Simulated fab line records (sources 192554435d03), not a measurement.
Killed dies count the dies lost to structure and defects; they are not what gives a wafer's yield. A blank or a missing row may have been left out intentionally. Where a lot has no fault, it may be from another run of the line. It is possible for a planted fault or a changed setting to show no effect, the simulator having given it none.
Struck lot and sound lot, side by side :: flow n5_finfet :: 40 steps out of a route of 1938
Sound: these wafers, L798.1, L798.2, L798.5. The struck wafers were L791.3, L791.4, L791.6. Last of all comes the cause.
At each step with rows: each side's tool, then ch and its chambers, then its first start. Under that, the readings that differ: sound wafers :: struck wafers :: difference of the means :: sigmas: that difference in standard deviations of wafers without a fault.
alike: readings whose means differ by less than 2 such deviations, and words and numbers that are the same on both sides. not compared: withheld readings, readings that some wafer has no value for, bounds like >300 that may hide the same value, and numbers for which the record gives no deviation and whose values overlap.
The two part at a step that has a row with sigmas, a row that says differs or no value, or rows on one side only. Numbers that don't overlap but have no deviation are shown without sigmas and don't part them. Lack of a reading on every wafer of one side parts them only where that side has two or more wafers.

first, 11 steps without rows for these wafers: N5_GATE_CUT_CUT_ETCH_55 (etches HfO2 in BCl3, target depth 3.2 nm); N5_GATE_CUT_ETCH_47 (etches SiO2 in Cl2/BCl3, target depth 10 nm); N5_GATE_CUT_VAPOR_ETCH_48 (etches TiN in BCl3/Cl2); N5_GATE_CUT_VAPOR_ETCH_49 (etches TiAlC in BCl3/Cl2); N5_GATE_CUT_VAPOR_ETCH_51 (etches HfO2 in BCl3/Cl2); N5_GATE_CUT_STRIP_21 (strips in N2/H2, time 30 s); N5_GATE_CUT_STRIP_29 (strips in post etch residue remover, time 60 s); N5_GATE_CUT_SRD_52 (time 30 s); N5_GATE_CUT_ALD_22 (deposits SiNx, target thk 16 nm, pulse time 1 s, ald cycles 320); N5_GATE_CUT_CMP_23 (polishes, stops on SiO2, t overpolish 23.4 s, target thk 16 nm); N5_GATE_CUT_CMP_43 (polishes SiO2).
N5_GATE_CUT_CMP_61: polishes, stops on SiNx, t overpolish 3 s.
  sound on cmp-01 ch 0,1,2, day 8 20:46; struck on cmp-02 ch 1,2, day 7 06:10
  no value came back on the struck wafers for edge_zone_pressure_frac, head_pressure_psi (psi), motor_current_A (A); on the sound wafers edge_zone_pressure_frac reads 1.000 1.002 0.994
reading: model.SiO2_of_GATE_CUT_HM_DEP_46.thk_nm (nm)
sound: 0 0 0
struck: 5 5 5.2
difference: +5
sigmas: 
  not compared: model.SiNx_of_GATE_CUT_SAC_CAP_01.thk_nm
then, 23 steps without rows for these wafers: N5_MOL_CONTACT_COAG_COAT_103 (time 60 s, resist thk 80 nm); N5_MOL_CONTACT_COAG_COAT_104 (time 60 s, resist thk 12 nm); N5_MOL_CONTACT_COAG_COAT_58 (time 60 s, resist thk 10 nm); N5_MOL_CONTACT_COAG_COAT_02 (resist thk 30 nm); N5_MOL_CONTACT_COAG_EBR_04; N5_MOL_CONTACT_COAG_SOFTBAKE_03 (time 60 s); N5_MOL_CONTACT_COAG_EXPOSE_05 (exposes mask CA, defocus 0 nm); N5_MOL_CONTACT_COAG_PEB_06 (peb time 60 s); N5_MOL_CONTACT_COAG_DEVELOP_07 (develop time 30 s); N5_MOL_CONTACT_COAG_DESCUM_13 (chemistry O2, time 7 s); N5_MOL_CONTACT_COAG_ETCH_59 (etches underlayer in N2/H2, target depth 13 nm, time 10.4 s); N5_MOL_CONTACT_COAG_ETCH_105 (etches SiARC in CF4, target depth 15.6 nm, time 26 s); N5_MOL_CONTACT_COAG_ETCH_106 (etches SOC in N2/H2, target depth 80 nm, overetch 16 nm, time 120 s); N5_MOL_CONTACT_COAG_STRIP_107 (strips in N2/H2); N5_MOL_CONTACT_COAG_STRIP_108 (strips in N2/H2); N5_MOL_CONTACT_COAG_CONTACT_ETCH_14 (etches SiO2 in C4F6/O2, target depth 27.5 nm, overetch 8.5 nm, time 20 s); N5_MOL_CONTACT_COAG_STRIP_109 (strips in C4F6/O2); N5_MOL_CONTACT_COAG_ETCH_15 (etches SiNx in CH3F/O2, stops on Si:P, target depth 7 nm); N5_MOL_CONTACT_COAG_ETCH_110 (etches Si in CF4/O2, target depth 2.5 nm, time 8 s); N5_MOL_CONTACT_COAG_STRIP_98 (strips in N2/H2); N5_MOL_CONTACT_COAG_IMPLANT_129; N5_MOL_CONTACT_COAG_PRECLEAN_111 (cleans in NF3:NH3, afs cycles 1, time 20 s, sublimation time 60 s); N5_MOL_CONTACT_COAG_TI_SIL_19 (material Ti, target thk 4.2 nm, time 15 s).
N5_MOL_CONTACT_COAG_CMP_28: polishes, stops on SiNx, t overpolish 0.85 s, target thk 14.522 nm.
  sound on cmp-01 ch 0,1, day 9 04:38; struck on cmp-04 ch 0,2,3, day 7 16:52
  alike: edge_zone_pressure_frac, head_pressure_psi, motor_current_A, time_to_endpoint_s
  not compared: model.SiNx_of_GATE_CUT_SAC_CAP_01.thk_nm
N5_MOL_CONTACT_COAG_THK_MEAS_29:
  sound: film_metro-02 at day 9 04:56; struck: film_metro-01 at day 7 17:07
reading: MD_CAP_THK (nm)
sound: 18.01 17.89 18.27
struck: 18.40 18.18 18.21
difference: +0.21
sigmas: +2
N5_MOL_CONTACT_COAG_ETCH_47: etches SiNx in CH3F/O2, stops on W, target depth 27 nm.
  sound on rie_diel-01 ch 0,2,3, day 9 07:04; struck on rie_diel-06 ch 2,3, day 7 18:51
  alike: O2_flow_sccm, drypump_motor_current_A, etch_rf_on_time_s, oes_product_au, rf_vpp_V, showerhead_plenum_p_Torr, throttle_valve_pct
  not compared: rf_hours_counter_h, model.MOL_CONTACT_COAG.feature_depth_nm, model.etch.depth_nm
-- record jumps: 3 days separate the struck wafers' starts on either side; left off in module MOL_CONTACT_COAG, taken up again in module BEOL_M4, whose first shown step is the route's number 1111 --
N5_BEOL_M4_RC_MEAS_101:
  sound on prober-01 ch 0, day 12 20:42; struck on prober-02 ch 0, day 10 22:32
  alike: DIBL_N, DIBL_P, IOFF_N, IOFF_P, ION_N, ION_P, SS_N, SS_P, VT_N, VT_P
after that, 1 step had no rows for these wafers: N5_PASSIVATION_PROBE_49.

## WHERE THEY PART
Last at N5_MOL_CONTACT_COAG_THK_MEAS_29 as far as this record goes, first at N5_GATE_CUT_CMP_61. Later steps at which nothing parts them and some readings are alike: N5_MOL_CONTACT_COAG_ETCH_47, N5_BEOL_M4_RC_MEAS_101.

WHY: the cause the simulator had injected
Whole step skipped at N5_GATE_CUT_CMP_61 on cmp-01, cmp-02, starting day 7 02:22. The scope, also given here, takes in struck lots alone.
